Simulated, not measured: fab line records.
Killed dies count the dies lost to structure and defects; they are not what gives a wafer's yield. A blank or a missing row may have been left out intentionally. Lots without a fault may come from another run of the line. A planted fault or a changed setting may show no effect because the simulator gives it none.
Matching of chambers ; flow n5 finfet ; ald sin-04 running N5_BEOL_M3_ALD_98: 4 sister chambers
The step deposits SiO2, target thk 2.5 nm, pulse time 1 s, co reactant pulse time 1 s. 18 wafers are shown with their chamber, then 9 later ones without.

EACH WAFER AND ITS CHAMBER
wafer;chamber;heater power w (W);precursor pulse height rel;chamber pressure Torr (Torr)
L077.1;2;77;0.989;2.009
L077.3;0;77;0.993;2.000
L077.6;1;74;0.995;2.002
L084.2;3;77;0.960;2.004
L084.4;1;71;1.005;2.011
L084.5;3;78;0.998;2.003
L090.3;0;74;0.993;2.000
L090.4;2;78;0.994;1.998
L090.5;3;76;0.974;2.003
L089.2;2;78;1.013;1.992
L089.3;1;71;0.949;2.000
L089.5;1;73;0.984;1.998
L092.2;0;72;1.015;1.997
L092.3;1;74;0.995;1.993
L092.5;1;75;0.968;1.998
L094.1;3;78;0.961;2.002
L094.3;2;78;1.006;2.000
L094.4;1;72;0.997;1.988

SIGNATURES, as means of the wafers listed above
reading;chamber 0;chamber 1;chamber 2;chamber 3;scatter within a chamber
heater power w;74.33;72.86;77.75;77.25;1.49
precursor pulse height rel;1.00033;0.98471;1.00050;0.97325;0.0168
chamber pressure Torr;1.99900;1.99857;1.99975;2.00300;0.00578
Rule: for each reading, subtract the chamber's mean from the wafer's reading, divide by that reading's scatter and square the result; add these up over the readings and take the root, which gives the wafer's distance from the chamber. If the next closest chamber is less than 2 further off than the closest, the wafer can't be placed; otherwise it belongs to the closest. How the scatter is found: for the shown wafers, subtract from each reading the mean of its chamber, square and add these, divide the total by (wafers less chambers), then take the root.

WAFERS WITH NO CHAMBER GIVEN
wafer;heater power w (W);precursor pulse height rel;chamber pressure Torr (Torr)
L095.2;79;0.977;1.990
L095.3;72;0.973;2.006
L095.4;70;1.025;1.997
L096.3;80;1.022;2.005
L096.4;72;1.029;1.994
L096.5;73;0.992;2.004
L097.2;71;1.009;2.004
L097.3;79;0.993;2.012
L097.4;77;1.012;1.996

THE CHAMBER EACH PASSED THROUGH
wafer;from the rows above;in truth
L095.2;can't be placed: 2 or 3 or 0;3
L095.3;can't be placed: 1 or 0 or 3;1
L095.4;can't be placed: 1 or 0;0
L096.3;can't be placed: 2 or 3 or 0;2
L096.4;can't be placed: 0 or 1 or 2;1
L096.5;can't be placed: 1 or 0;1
L097.2;can't be placed: 1 or 0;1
L097.3;can't be placed: 3 or 2 or 0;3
L097.4;can't be placed: 2 or 0 or 3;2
Correct placement for 0 of the 9. Can't be placed from these rows: 9 (the true chamber is among the candidates in 9). Wrongly placed: 0.
